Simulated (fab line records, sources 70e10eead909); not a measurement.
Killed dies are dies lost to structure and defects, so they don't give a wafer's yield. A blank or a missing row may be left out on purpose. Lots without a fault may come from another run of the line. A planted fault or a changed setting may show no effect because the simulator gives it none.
Tool commonality check | flow nand_harc | 1 lot, 3 wafers sampled

WHY IT WAS OPENED
At NHARC_END_SORT_01 the reading killed_at_periphery is flagged on 1 of 1 lot. Wafers without a fault read 3.4, standard deviation 2.7.
Rule: a lot is flagged when every wafer of it that has a number lies more than 4 standard deviations from that mean, or none has a number. The other lots count as sound.

lot  | measured     | on        | killed_at_periphery, wafer by wafer | flag
L395 | day 20 09:41 | prober-02 | 660 656 649                         | FLAGGED
The numbers of the flagged lots are 655.0 on average: +651.6 against the usual, or +99 or more standard deviations.

WHICH TOOL RAN EACH LOT
The record holds 2 process steps before the reading, out of a route of 1159 steps. In each cell: the tool, then ch and the chambers that the sampled wafers went through, then the start.
lot  | flag    | NHARC_P_GATE_DESCUM_48          | NHARC_P_GATE_EXPOSE_56
L395 | FLAGGED | rie_diel-13 ch 2,3, day 6 06:13 | krf_scanner-02 ch 0, day 6 07:36
What these steps do:
- NHARC_P_GATE_DESCUM_48: chemistry O2, time 3 s.
- NHARC_P_GATE_EXPOSE_56: exposes mask P PSD, target cd 720 nm.
- NHARC_END_SORT_01

FLAGGED OVER TOTAL, TOOL BY TOOL (the gauges that took the reading come last)
step                   | tool           | lots run | flagged | share of the flagged lots | sound lots run after its first flagged lot
NHARC_P_GATE_DESCUM_48 | rie_diel-13    | 1        | 1       | all                       | 0
NHARC_P_GATE_EXPOSE_56 | krf_scanner-02 | 1        | 1       | all                       | 0
NHARC_END_SORT_01      | prober-02      | 1        | 1       | all                       | 0

WHAT THE TABLE ALLOWS
3 rows of the table ran every flagged lot: rie_diel-13 at NHARC_P_GATE_DESCUM_48, krf_scanner-02 at NHARC_P_GATE_EXPOSE_56, prober-02 at NHARC_END_SORT_01.
- rie_diel-13 at NHARC_P_GATE_DESCUM_48: 1 of its 1 lot flagged. It ran no sound lot before its first flagged lot in this sample, so the start can't be narrowed down.
- krf_scanner-02 at NHARC_P_GATE_EXPOSE_56: 1 of its 1 lot flagged. It ran no sound lot before its first flagged lot in this sample, so the start can't be narrowed down.
- prober-02 at NHARC_END_SORT_01: 1 of its 1 lot flagged. It ran no sound lot before its first flagged lot in this sample, so the start can't be narrowed down.
Counting lots can't tell these 3 tools apart, because each fits a fault that began at some hour. More lots, or a look at what each step does to the wafer, might.

WHAT THE SIMULATOR HAD PUT IN
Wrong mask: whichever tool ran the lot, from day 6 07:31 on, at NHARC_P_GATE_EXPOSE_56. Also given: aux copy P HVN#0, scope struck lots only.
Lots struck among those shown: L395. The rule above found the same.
